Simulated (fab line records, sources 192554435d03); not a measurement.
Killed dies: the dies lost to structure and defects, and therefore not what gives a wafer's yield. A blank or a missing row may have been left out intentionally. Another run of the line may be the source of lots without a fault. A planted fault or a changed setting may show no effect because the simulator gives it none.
fab line records	flow n5_finfet	part 1 of 2: steps 1 to 4 of 6
record lots=24	wafers=72	last_day=19
route steps=1938 shown SD_EPI_P@311 SD_ACTIVATION@330 HKMG_FIN@406
lots untouched by any fault: they come from a run of this same line in which no faults occurred
start_h: start of the lot's first displayed wafer, in hours after the record's first day	wait_h: hours from the lot's prior step to this one	" repeats the value in the row above	L1.1+2: a row that stands for several wafers	- either no value or no given start	* or withheld: withheld	< > ~ a bound
route shown NAME@n: names a module that has steps shown in the file, with the first one's number in the route	usual: mean/standard deviation taken from wafers without a fault	same: alike in all rows	chamber/n: place in a boat	sites: each site's reading	_std_site: standard deviation across them	_edge_site: inner sites' mean taken away from outer sites' mean	radius_mm: for every site, how far away it sits from the centre of the wafer	mask NAME#n: copy n	behind: the tool/chamber that last shaped the wafer	hold: cause of the lot's hold/its duration in hours/its outcome	device: names the non-switching transistor (n, p or np)	end of line: at the end of the route, the tests of the same wafers	step lacking rows: just its recipe	killed: at the first sort, the dies lost to defects and structure; wafer yield is something else	map: a wafer's dies, x killed, . not, _ none there
set.NAME: setting as actually run; set.NAME@STEP: the setting as run at that earlier step	model.NAME: the simulator's own value behind a step, which no gauge read
a sample of lots followed through the steps of the route, with each step as a table and each wafer as a row
services: the hour from which a tool's chamber was out of use, counted from the record's first day as start_h (under 0 if before that day), plus the number of hours and why
## steps
# step N5_SD_EPI_P_ETCH_47
# recipe chemistry=CH3F/O2	target=SiOCN	target_depth_a=250	mask_material=SOC	ion_energy_ev=60	bias_w=29	pressure_mtorr=30	source_w=410	Ar_flow_sccm=150	CH3F_flow_sccm=30	O2_flow_sccm=20
# usual drypump_motor_current_A=5.5/0.31	oes_product_au=0.78/0.074	rf_vpp_V=127.9/1.5	showerhead_plenum_p_Torr=2.00/0.07	throttle_valve_pct=16.26/0.26
lot.wafer	tool	chamber	start_h	wait_h	drypump_motor_current_A	oes_product_au	rf_hours_counter_h	rf_vpp_V	showerhead_plenum_p_Torr	throttle_valve_pct
L074.1	rie_diel-01	2	55.19	0.1	5.7	0.75	174	127.7	2.00	16.44
L074.2	"	1	"	"	5.6	0.74	174	127.2	2.07	16.32
L074.3	"	3	"	"	5.7	0.80	92	126.0	1.95	15.99
L075.1	rie_diel-06	0	60.47	0.1	5.5	0.95	14	129.5	2.04	15.91
L075.4	"	2	"	"	6.0	0.84	70	130.2	2.10	15.95
L075.5	"	2	"	"	6.0	0.84	-	128.5	2.10	15.93
L076.1	rie_diel-06	0	65.49	0.1	5.5	0.95	16	129.6	2.04	15.92
L076.5	"	1	"	"	6.0	0.67	-	127.3	2.05	16.40
L076.6	"	2	"	"	5.9	0.84	-	129.4	2.10	15.94
L077.2	rie_diel-03	1	73.61	0.1	5.2	0.81	105	126.4	1.86	16.07
L077.3	"	0	"	"	5.5	0.75	174	125.4	1.99	16.18
L077.6	"	2	"	"	5.3	0.78	-	128.6	2.01	16.76
L078.2	rie_diel-03	3	77.64	0.1	5.7	0.73	194	127.6	1.98	16.54
L078.5	"	3	"	"	5.7	0.72	-	128.0	1.98	16.54
L078.6	"	2	"	"	5.3	0.77	-	127.9	2.01	16.76
L079.3	rie_diel-03	0	83.59	0.1	5.6	0.74	176	125.7	1.99	16.19
L079.4	"	1	"	"	5.2	0.80	107	126.8	1.86	16.05
L079.6	"	2	"	"	5.3	0.77	-	128.4	2.01	16.78
L080.1	rie_diel-06	2	89.37	0.1	6.0	0.83	80	128.5	2.10	15.94
L080.2	"	0	"	"	5.4	0.94	24	129.7	2.04	15.92
L080.6	"	2	"	"	6.0	0.82	-	128.5	2.10	15.94
L081.1	rie_diel-06	0	101.58	0.1	5.4	0.93	28	128.7	2.04	15.94
L081.3	"	3	"	"	5.0	0.74	188	127.2	1.90	16.31
L081.6	"	3	"	"	5.1	0.74	-	125.6	1.90	16.29
L082.1	rie_diel-01	3	104.90	0.1	5.7	0.78	106	127.3	1.94	16.03
L082.2	"	2	"	"	5.7	0.72	188	129.4	1.99	16.49
L082.6	"	2	"	"	5.7	0.73	-	127.6	1.99	16.48
L083.1	rie_diel-06	3	113.37	0.1	5.1	0.73	194	128.4	1.90	16.31
L083.3	"	1	"	"	6.0	0.96	8	126.5	2.05	15.96
L083.5	"	2	"	"	6.0	0.82	-	129.3	2.10	15.96
L084.1	rie_diel-03	3	117.03	0.1	5.7	0.71	203	127.2	1.98	16.56
L084.2	"	0	"	"	5.6	0.72	185	123.4	1.99	16.21
L084.5	"	2	"	"	5.3	0.75	-	127.9	2.01	16.78
L085.1	rie_diel-06	0	127.41	0.1	5.4	0.90	38	129.6	2.04	15.96
L085.2	"	2	"	"	5.9	0.82	93	129.1	2.10	15.98
L085.6	"	2	"	"	5.9	0.81	-	129.6	2.10	15.99
L086.1	rie_diel-03	1	131.35	0.1	5.2	0.79	120	126.0	1.86	16.09
L086.4	"	1	"	"	5.2	0.79	-	126.1	1.86	16.09
L086.5	"	3	"	"	5.7	0.70	-	127.2	1.98	16.58
L087.1	rie_diel-06	2	135.20	0.1	5.9	0.80	96	130.2	2.09	15.97
L087.5	"	1	"	"	6.0	0.93	-	127.8	2.05	15.96
L087.6	"	0	"	"	5.5	0.90	-	128.0	2.04	15.96
L088.1	rie_diel-01	2	139.13	0.1	5.7	0.73	200	127.9	1.99	16.51
L088.2	"	1	"	"	5.6	0.73	199	127.0	2.06	16.38
L088.5	"	1	"	"	5.6	0.72	-	126.4	2.06	16.36
L089.1	rie_diel-03	1	144.89	0.1	5.2	0.78	125	126.4	1.85	16.11
L089.2	"	0	"	"	5.6	0.73	188	125.0	1.99	16.21
L089.5	"	0	"	"	5.6	0.73	-	123.6	1.99	16.21
L090.1	rie_diel-01	1	148.64	0.1	5.6	0.72	202	128.5	2.06	16.37
L090.4	"	2	"	"	5.7	0.72	202	128.8	1.99	16.49
L090.5	"	2	"	"	5.7	0.73	-	128.6	1.99	16.50
L091.3	rie_diel-06	2	157.63	0.1	5.9	0.80	99	129.5	2.09	15.97
L091.4	"	3	"	"	5.1	0.72	207	127.2	1.90	16.31
L091.5	"	1	"	"	6.0	0.91	-	127.0	2.04	15.99
L092.1	rie_diel-03	1	161.14	0.1	5.2	0.78	130	126.0	1.85	16.10
L092.3	"	0	"	"	5.6	0.72	193	125.1	1.99	16.21
L092.5	"	1	"	"	5.2	0.78	-	126.2	1.85	16.11
L093.3	rie_diel-01	3	166.31	0.1	5.6	0.78	124	126.7	1.94	16.06
L093.5	"	2	"	"	5.7	0.72	-	127.9	1.99	16.50
L093.6	"	1	"	"	5.6	0.72	-	127.9	2.06	16.38
L094.1	rie_diel-01	0	174.64	0.1	5.0	0.84	71	128.1	2.03	16.43
L094.2	"	3	"	"	5.7	0.77	126	126.8	1.94	16.07
L094.4	"	2	"	"	5.7	0.71	208	130.9	1.98	16.52
L095.2	rie_diel-01	1	180.74	0.1	5.6	0.72	209	128.2	2.06	16.39
L095.5	"	3	"	"	5.6	0.77	-	127.7	1.94	16.06
L095.6	"	2	"	"	5.7	0.71	-	128.6	1.98	16.52
L096.1	rie_diel-06	2	184.22	0.1	5.9	0.80	106	127.4	2.09	16.00
L096.2	"	0	"	"	5.5	0.87	53	128.9	2.03	15.98
L096.3	"	1	"	"	6.0	0.90	28	128.3	2.04	15.99
L097.2	rie_diel-06	1	191.32	0.1	6.0	0.90	30	127.6	2.04	16.01
L097.4	"	0	"	"	5.5	0.87	55	129.7	2.03	15.97
L097.6	"	3	"	"	5.1	0.72	-	127.0	1.89	16.36
# step N5_SD_ACTIVATION_RTA_00
# recipe temp_c=975	time_s=0	ambient=N2	idle_temp_c=600	ramp_up_c_per_s=150	ramp_down_c_per_s=60	cool_to_c=600
# usual lamp_power_pct=8.95/0.055	wafer_temp_C_max=975.0/2
# same time_s=0
lot.wafer	tool	chamber	start_h	wait_h	lamp_power_pct	wafer_temp_C_max
L074.1	rtp_anneal-02	0	58.42	0.0	8.92	974.3
L074.2	"	0	"	"	8.99	978.2
L074.3	"	0	"	"	8.98	978.1
L075.1	rtp_anneal-02	0	64.54	0.0	8.88	974.9
L075.4	"	0	"	"	8.91	976.3
L075.5	"	0	"	"	8.95	979.3
L076.1	rtp_anneal-01	0	69.60	0.0	8.93	975.2
L076.5	"	0	"	"	9.03	976.5
L076.6	"	0	"	"	8.95	973.9
L077.2	rtp_anneal-02	0	76.90	0.1	9.08	973.8
L077.3	"	0	"	"	8.97	977.5
L077.6	"	0	"	"	9.06	973.6
L078.2	rtp_anneal-01	0	80.90	0.1	8.94	972.7
L078.5	"	0	"	"	8.96	973.7
L078.6	"	0	"	"	9.06	976.6
L079.3	rtp_anneal-02	0	86.88	0.1	8.93	976.3
L079.4	"	0	"	"	8.98	973.7
L079.6	"	0	"	"	8.98	970.1
L080.1	rtp_anneal-01	0	92.60	0.0	9.02	973.8
L080.2	"	0	"	"	8.93	975.4
L080.6	"	0	"	"	8.93	976.1
L081.1	rtp_anneal-02	0	104.90	0.1	8.93	978.1
L081.3	"	0	"	"	8.99	977.8
L081.6	"	0	"	"	9.06	978.4
L082.1	rtp_anneal-01	0	108.17	0.1	9.02	974.9
L082.2	"	0	"	"	8.92	972.1
L082.6	"	0	"	"	8.90	977.4
L083.1	rtp_anneal-02	0	116.60	0.0	9.01	972.2
L083.3	"	0	"	"	9.08	973.7
L083.5	"	0	"	"	8.98	977.3
L084.1	rtp_anneal-01	0	120.28	0.0	8.98	974.1
L084.2	"	0	"	"	8.94	975.0
L084.5	"	0	"	"	9.01	972.2
L085.1	rtp_anneal-01	0	131.51	0.0	9.01	974.9
L085.2	"	0	"	"	8.87	976.6
L085.6	"	0	"	"	8.94	977.5
L086.1	rtp_anneal-01	0	134.63	0.1	9.05	975.1
L086.4	"	0	"	"	8.94	975.2
L086.5	"	0	"	"	8.99	976.9
L087.1	rtp_anneal-01	0	138.43	0.0	8.95	975.0
L087.5	"	0	"	"	8.93	971.5
L087.6	"	0	"	"	8.96	973.9
L088.1	rtp_anneal-02	0	142.36	0.0	8.95	972.1
L088.2	"	0	"	"	8.98	977.8
L088.5	"	0	"	"	8.99	975.0
L089.1	rtp_anneal-01	0	148.20	0.1	8.86	978.7
L089.2	"	0	"	"	8.98	977.0
L089.5	"	0	"	"	9.07	973.0
L090.1	rtp_anneal-02	0	152.19	0.0	8.97	973.8
L090.4	"	0	"	"	9.07	975.8
L090.5	"	0	"	"	8.87	972.1
L091.3	rtp_anneal-01	0	160.92	0.1	8.97	972.4
L091.4	"	0	"	"	8.89	974.3
L091.5	"	0	"	"	8.86	971.5
L092.1	rtp_anneal-01	0	164.56	0.0	8.95	978.7
L092.3	"	0	"	"	8.98	977.0
L092.5	"	0	"	"	8.95	972.8
L093.3	rtp_anneal-02	0	169.72	0.2	8.90	976.7
L093.5	"	0	"	"	8.93	974.7
L093.6	"	0	"	"	8.98	971.5
L094.1	rtp_anneal-01	0	178.03	0.2	8.94	973.6
L094.2	"	0	"	"	8.86	975.1
L094.4	"	0	"	"	8.91	977.1
L095.2	rtp_anneal-01	0	184.00	0.1	9.04	973.2
L095.5	"	0	"	"	9.01	977.2
L095.6	"	0	"	"	8.99	976.8
L096.1	rtp_anneal-01	0	187.45	0.0	9.01	975.4
L096.2	"	0	"	"	8.98	972.1
L096.3	"	0	"	"	8.97	975.6
L097.2	rtp_anneal-02	0	194.60	0.1	8.98	972.9
L097.4	"	0	"	"	8.99	973.2
L097.6	"	0	"	"	8.98	974.4
# step N5_HKMG_FIN_ETCH_58
# recipe chemistry=N2/H2	target=SOC	target_depth_a=2158	ion_energy_ev=50	bias_w=13	time_s=741	pressure_mtorr=30	source_w=875	n2_flow_sccm=200	h2_flow_sccm=200
# usual drypump_motor_current_A=6.0/0.34	h2_flow_sccm=200.0/0.63	oes_product_au=0.80/0.085	rf_vpp_V=99.2/1.1	showerhead_plenum_p_Torr=2.56/0.11	throttle_valve_pct=17.73/0.18
# same time_s=741
lot.wafer	tool	chamber	start_h	wait_h	drypump_motor_current_A	h2_flow_sccm	oes_product_au	rf_hours_counter_h	rf_vpp_V	showerhead_plenum_p_Torr	throttle_valve_pct
L074.1	rie_diel-04	2	73.12	0.0	6.1	199.5	0.94	16	99.7	2.49	17.87
L074.2	"	0	"	"	6.4	199.1	0.97	7	100.1	2.71	17.46
L074.3	"	1	"	"	6.1	200.7	0.75	171	99.2	2.42	17.59
L075.1	rie_diel-02	1	79.51	0.0	5.4	200.2	0.86	49	99.4	2.69	17.60
L075.4	"	0	"	"	5.3	199.2	0.94	4	99.8	2.72	17.47
L075.5	"	0	"	"	5.3	199.5	0.94	-	99.7	2.72	17.49
L076.1	rie_diel-04	0	83.16	0.0	6.3	199.5	0.96	11	101.0	2.71	17.48
L076.5	"	2	"	"	6.1	199.5	0.92	-	99.8	2.49	17.88
L076.6	"	3	"	"	6.0	199.5	0.76	-	99.4	2.53	17.70
L077.2	rie_diel-04	1	90.35	0.0	6.1	199.5	0.76	178	96.9	2.42	17.60
L077.3	"	0	"	"	6.4	199.0	0.96	13	99.7	2.71	17.46
L077.6	"	1	"	"	6.1	199.4	0.75	-	97.7	2.42	17.63
L078.2	rie_diel-04	3	97.56	0.0	6.0	199.9	0.75	171	98.5	2.53	17.72
L078.5	"	2	"	"	6.1	200.0	0.91	-	99.4	2.49	17.90
L078.6	"	1	"	"	6.1	199.3	0.74	-	98.7	2.42	17.60
L079.3	rie_diel-04	2	103.63	0.0	6.1	199.9	0.91	29	97.8	2.49	17.88
L079.4	"	1	"	"	6.1	201.4	0.75	183	98.4	2.42	17.61
L079.6	"	1	"	"	6.1	200.2	0.75	-	99.8	2.42	17.61
L080.1	rie_diel-05	2	107.42	0.0	5.8	200.8	0.67	250	97.5	2.40	18.05
L080.2	"	1	"	"	5.4	200.8	0.77	113	96.9	2.35	17.93
L080.6	"	2	"	"	5.8	200.7	0.67	-	99.9	2.40	18.04
L081.1	rie_diel-02	0	118.69	0.0	5.3	199.4	0.90	17	100.6	2.71	17.50
L081.3	"	1	"	"	5.5	199.6	0.84	61	100.5	2.69	17.61
L081.6	"	0	"	"	5.3	199.3	0.90	-	99.9	2.71	17.50
L082.1	rie_diel-02	1	122.32	0.0	5.5	200.0	0.83	63	99.6	2.69	17.63
L082.2	"	2	"	"	6.4	199.6	0.68	226	98.8	2.51	18.05
L082.6	"	3	"	"	5.9	201.1	0.75	-	99.0	2.65	17.69
L083.1	rie_diel-04	1	130.63	0.0	6.1	200.7	0.74	194	96.9	2.41	17.62
L083.3	"	2	"	"	6.1	200.1	0.89	39	98.9	2.48	17.91
L083.5	"	3	"	"	6.0	199.5	0.75	-	97.9	2.53	17.73
L084.1	rie_diel-04	2	133.67	0.0	6.1	200.0	0.89	41	98.6	2.48	17.90
L084.2	"	0	"	"	6.4	200.2	0.91	28	98.2	2.70	17.50
L084.5	"	2	"	"	6.1	200.0	0.88	-	99.2	2.48	17.89
L085.1	rie_diel-04	3	145.17	0.0	6.0	199.3	0.75	189	99.0	2.53	17.73
L085.2	"	2	"	"	6.2	200.2	0.89	45	98.5	2.48	17.92
L085.6	"	1	"	"	6.1	199.7	0.73	-	98.4	2.41	17.64
L086.1	rie_diel-02	2	148.38	0.0	6.4	200.6	0.68	235	100.0	2.51	18.08
L086.4	"	1	"	"	5.4	199.4	0.82	72	100.4	2.68	17.63
L086.5	"	1	"	"	5.5	200.7	0.82	-	99.4	2.68	17.63
L087.1	rie_diel-04	3	155.27	0.0	6.0	199.8	0.74	191	100.5	2.52	17.76
L087.5	"	3	"	"	6.0	200.6	0.74	-	99.3	2.52	17.74
L087.6	"	0	"	"	6.4	200.0	0.91	-	98.3	2.70	17.50
L088.1	rie_diel-05	1	156.04	0.0	5.4	200.0	0.76	131	97.0	2.35	17.96
L088.2	"	2	"	"	5.8	199.3	0.95	5	100.4	2.72	17.61
L088.5	"	0	"	"	5.5	200.1	0.75	-	99.0	2.65	17.60
L089.1	rie_diel-02	1	161.86	0.0	5.5	200.9	0.81	76	100.1	2.68	17.64
L089.2	"	2	"	"	6.4	200.7	0.67	239	99.9	2.51	18.08
L089.5	"	3	"	"	5.9	200.5	0.73	-	100.5	2.64	17.70
L090.1	rie_diel-05	0	165.92	0.0	5.6	199.7	0.76	160	99.1	2.64	17.61
L090.4	"	2	"	"	5.8	199.3	0.94	8	101.2	2.72	17.61
L090.5	"	2	"	"	5.8	200.4	0.94	-	101.5	2.72	17.61
L091.3	rie_diel-02	0	174.61	0.0	5.3	199.9	0.86	36	99.3	2.70	17.54
L091.4	"	1	"	"	5.5	200.7	0.82	79	99.8	2.68	17.65
L091.5	"	1	"	"	5.4	200.0	0.82	-	98.8	2.68	17.66
L092.1	rie_diel-05	2	178.12	0.0	5.8	199.6	0.94	12	98.3	2.72	17.62
L092.3	"	3	"	"	6.3	198.7	0.70	238	100.3	2.62	18.09
L092.5	"	0	"	"	5.5	200.4	0.75	-	99.2	2.64	17.62
L093.3	rie_diel-04	2	184.59	0.0	6.1	199.9	0.86	59	99.1	2.48	17.94
L093.5	"	2	"	"	6.1	200.5	0.87	-	98.5	2.48	17.95
L093.6	"	1	"	"	6.1	199.7	0.72	-	98.8	2.41	17.65
L094.1	rie_diel-04	3	192.04	0.0	6.0	200.7	0.73	204	99.4	2.52	17.75
L094.2	"	2	"	"	6.1	199.8	0.85	61	98.2	2.48	17.93
L094.4	"	0	"	"	6.4	201.0	0.89	48	98.5	2.69	17.53
L095.2	rie_diel-04	1	197.36	0.0	6.1	200.4	0.72	218	97.9	2.41	17.67
L095.5	"	1	"	"	6.1	199.2	0.72	-	97.7	2.41	17.66
L095.6	"	2	"	"	6.2	200.1	0.85	-	98.2	2.47	17.96
L096.1	rie_diel-02	3	201.64	0.0	5.9	199.1	0.73	195	99.4	2.63	17.74
L096.2	"	0	"	"	5.3	200.2	0.85	45	100.9	2.70	17.56
L096.3	"	1	"	"	5.5	199.7	0.81	90	99.8	2.67	17.67
L097.2	rie_diel-04	0	208.87	0.0	6.4	200.9	0.87	54	101.3	2.69	17.55
L097.4	"	3	"	"	6.0	201.7	0.73	210	99.0	2.52	17.79
L097.6	"	2	"	"	6.1	199.6	0.85	-	97.8	2.47	17.97
# step N5_HKMG_FIN_ALD_79
# recipe material=TiN	target_thk_a=15	temp_c=400	ald_precursor_family=TiCl4	ald_co_reactant=NH3	pulse_time_s=1	purge_time_s=3	co_reactant_purge_time_s=2	co_reactant_pulse_time_s=2	ald_cycles=68	pressure_torr=3
# usual heater_power_w=879/100	precursor_pulse_height_rel=0.999/0.021
# same co_reactant_pulse_time_s=2	co_reactant_purge_time_s=2	purge_time_s=3
lot.wafer	tool	chamber	start_h	wait_h	heater_power_w	precursor_pulse_height_rel
L074.1	ald_metal-01	1	74.19	0.0	844	0.995
L074.2	"	0	"	"	709	0.983
L074.3	"	2	"	"	972	1.014
L075.1	ald_metal-01	1	80.60	0.0	842	0.969
L075.4	"	3	"	"	708	1.008
L075.5	"	0	"	"	690	0.985
L076.1	ald_metal-03	2	84.23	0.0	963	1.014
L076.5	"	3	"	"	892	1.037
L076.6	"	0	"	"	798	0.995
L077.2	ald_metal-02	0	91.42	0.0	1026	0.996
L077.3	"	2	"	"	900	1.007
L077.6	"	3	"	"	893	0.987
L078.2	ald_metal-02	1	98.68	0.0	864	0.992
L078.5	"	0	"	"	1075	1.002
L078.6	"	3	"	"	877	0.990
L079.3	ald_metal-02	2	104.70	0.0	940	1.021
L079.4	"	0	"	"	1051	1.025
L079.6	"	0	"	"	1063	1.022
L080.1	ald_metal-01	1	108.48	0.0	834	0.992
L080.2	"	0	"	"	709	1.040
L080.6	"	2	"	"	980	1.014
L081.1	ald_metal-03	1	119.75	0.0	867	1.022
L081.3	"	3	"	"	898	0.970
L081.6	"	0	"	"	805	1.013
L082.1	ald_metal-02	3	123.39	0.0	874	0.977
L082.2	"	0	"	"	1065	0.995
L082.6	"	2	"	"	922	0.992
L083.1	ald_metal-03	2	131.69	0.0	925	0.998
L083.3	"	1	"	"	885	1.017
L083.5	"	1	"	"	873	0.966
L084.1	ald_metal-02	1	134.74	0.0	878	1.033
L084.2	"	3	"	"	878	0.999
L084.5	"	3	"	"	894	1.024
L085.1	ald_metal-02	3	146.23	0.0	874	0.969
L085.2	"	2	"	"	933	0.977
L085.6	"	0	"	"	1046	1.018
L086.1	ald_metal-01	2	149.81	0.0	974	0.976
L086.4	"	1	"	"	839	0.993
L086.5	"	3	"	"	688	0.978
L087.1	ald_metal-02	1	156.33	0.0	889	0.974
L087.5	"	2	"	"	949	0.975
L087.6	"	1	"	"	856	0.979
L088.1	ald_metal-03	1	157.12	0.0	851	1.006
L088.2	"	2	"	"	925	1.005
L088.5	"	2	"	"	941	1.002
L089.1	ald_metal-03	0	162.92	0.0	797	0.997
L089.2	"	1	"	"	866	1.011
L089.5	"	0	"	"	824	0.981
L090.1	ald_metal-01	1	166.98	0.0	811	0.978
L090.4	"	1	"	"	836	0.995
L090.5	"	3	"	"	724	1.010
L091.3	ald_metal-02	0	175.69	0.0	1067	0.991
L091.4	"	1	"	"	903	0.989
L091.5	"	1	"	"	861	1.017
L092.1	ald_metal-03	0	179.19	0.0	808	1.042
L092.3	"	2	"	"	935	0.974
L092.5	"	1	"	"	868	0.988
L093.3	ald_metal-02	3	185.65	0.0	864	1.010
L093.5	"	0	"	"	1081	1.007
L093.6	"	3	"	"	867	0.988
L094.1	ald_metal-02	0	193.10	0.0	1082	0.974
L094.2	"	1	"	"	854	0.990
L094.4	"	3	"	"	868	1.002
L095.2	ald_metal-01	0	198.42	0.0	720	0.969
L095.5	"	0	"	"	704	1.054
L095.6	"	1	"	"	838	0.993
L096.1	ald_metal-02	1	202.70	0.0	855	0.986
L096.2	"	3	"	"	869	1.039
L096.3	"	0	"	"	1042	0.962
L097.2	ald_metal-02	0	209.97	0.0	1087	0.987
L097.4	"	2	"	"	941	1.047
L097.6	"	1	"	"	862	0.978
